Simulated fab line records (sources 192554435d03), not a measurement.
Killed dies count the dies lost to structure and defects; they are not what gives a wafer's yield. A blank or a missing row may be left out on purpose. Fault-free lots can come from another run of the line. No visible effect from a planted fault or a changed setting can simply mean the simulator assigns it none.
Problem report, 8D (eight disciplines) form, completed by code / flow n5 finfet / the parts of the form that need people (team, actions taken, sign-off) are left out

## 1. THE ISSUE
raw defect count at N5_BEOL_M10_INSPECT_30 reads a mean of 1257 on 3 wafers of 2 lots; wafers without a fault read 412 with a standard deviation of 83. Measured from the usual mean, that is +10 standard deviations.
The step: inspects for defects (brightfield).
The first sign was on wafer L797.4 at day 16 10:24, on defect inspect-02. The record holds 12 wafers of 4 lots with a number at this step. Rule for "out", or "out of limits": more than 4 standard deviations from the usual mean. The other wafers with a number count as sound.

## 2. WHAT IT IS, WHAT IT ISN'T
question=which readings at this step | is=raw defect count | is not=-
question=which lots | is=L795, L797 | is not=L784, L800
question=which wafers of those lots | is=L795.4, L795.6, L797.4 | is not=L795.2, L797.2, L797.6
question=read on which gauges | is=defect inspect-02 | is not=defect inspect-01
question=when | is=from day 16 10:24 | is not=up to then (5 sound wafers); but 4 sound wafers of L795, L800 came after

## 3. WHAT RULES OUT EACH SUSPECT
Counting: if a tool at a process step up to the reading ran every lot that is out, it stays a suspect. Sound lots after the first of them don't rule it out here, since some wafers of a struck lot are sound.
- the gauge at N5_BEOL_M10_INSPECT_30: ruled out. All the wafers that are out were read on defect inspect-02, but those of them that N5_PASSIVATION_PROBE_49 has rows for are out there too, on other tools.
- rie diel-01 at N5_BEOL_M10_STRIP_67 (strips in CF4): kept. It ran every lot that is out, first L797 (day 16 09:43); its last sound lot up to then is L784 (day 13 00:22).
- In rie diel-01 at N5_BEOL_M10_STRIP_67, the wafers that are out were processed in chamber 1 and their sound lot-mates in chambers 0, 3.
Left after counting: rie diel-01 at N5_BEOL_M10_STRIP_67.

## 4. THE CAUSE (what the simulator had put in)
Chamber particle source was rie diel-01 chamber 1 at N5_BEOL_M10_STRIP_67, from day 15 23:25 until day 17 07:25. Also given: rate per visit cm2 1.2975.
After counting, this tool was the only one left.

## 5. THE CHAIN OF EFFECTS, in route order
Each row: a reading where the mean over the struck wafers with a number is more than 3 standard deviations away from the usual. Only readings whose record carries a usual standard deviation are examined. hours: median over the lots of the time between each lot's start at the first step of this table that gives one and its start at this step. sigmas: the change, counted in usual standard deviations.
hours=0; step=N5_BEOL_M10_INSPECT_30; reading=raw defect count; usual=412; on struck wafers=1257; change=+845; sigmas=+10
hours=78; step=N5_PASSIVATION_PROBE_49; reading=defect limited yield; usual=91.2 %; on struck wafers=83.9; change=-7.3; sigmas=-4.9
hours=78; step=N5_PASSIVATION_PROBE_49; reading=killed_at_M4_up; usual=14; on struck wafers=92; change=+78; sigmas=+15
hours=78; step=N5_PASSIVATION_PROBE_49; reading=killed dies; usual=104; on struck wafers=190; change=+86; sigmas=+4.8
hours=78; step=N5_PASSIVATION_PROBE_49; reading=killed on rim; usual=14; on struck wafers=31; change=+17; sigmas=+4.1
hours=78; step=N5_PASSIVATION_PROBE_49; reading=sort_bin_5_function; usual=5.2 %; on struck wafers=9.3; change=+4.1; sigmas=+4.1
hours=78; step=N5_PASSIVATION_PROBE_49; reading=sort n pass; usual=1076; on struck wafers=990; change=-86; sigmas=-4.8
hours=78; step=N5_PASSIVATION_PROBE_49; reading=sort yield pct; usual=91.2 %; on struck wafers=83.9; change=-7.3; sigmas=-4.9
Process steps it contains:
- N5_PASSIVATION_PROBE_49

## 6. HOW IT WOULD HAVE BEEN CAUGHT EARLIER
11 hours passed between the start of the fault at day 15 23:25 and the first reading out of limits at a measuring or inspecting step in this record, taken at day 16 10:24.
No tool reading at N5_BEOL_M10_STRIP_67 that has a usual standard deviation in the record was out on any struck wafer, so an alarm limit of 4 standard deviations on those readings would not have fired.
Lots out: 2; of these, L795 started N5_BEOL_M10_STRIP_67 on rie diel-01 after day 16 10:24. Putting the tool on hold at that point would have spared it.
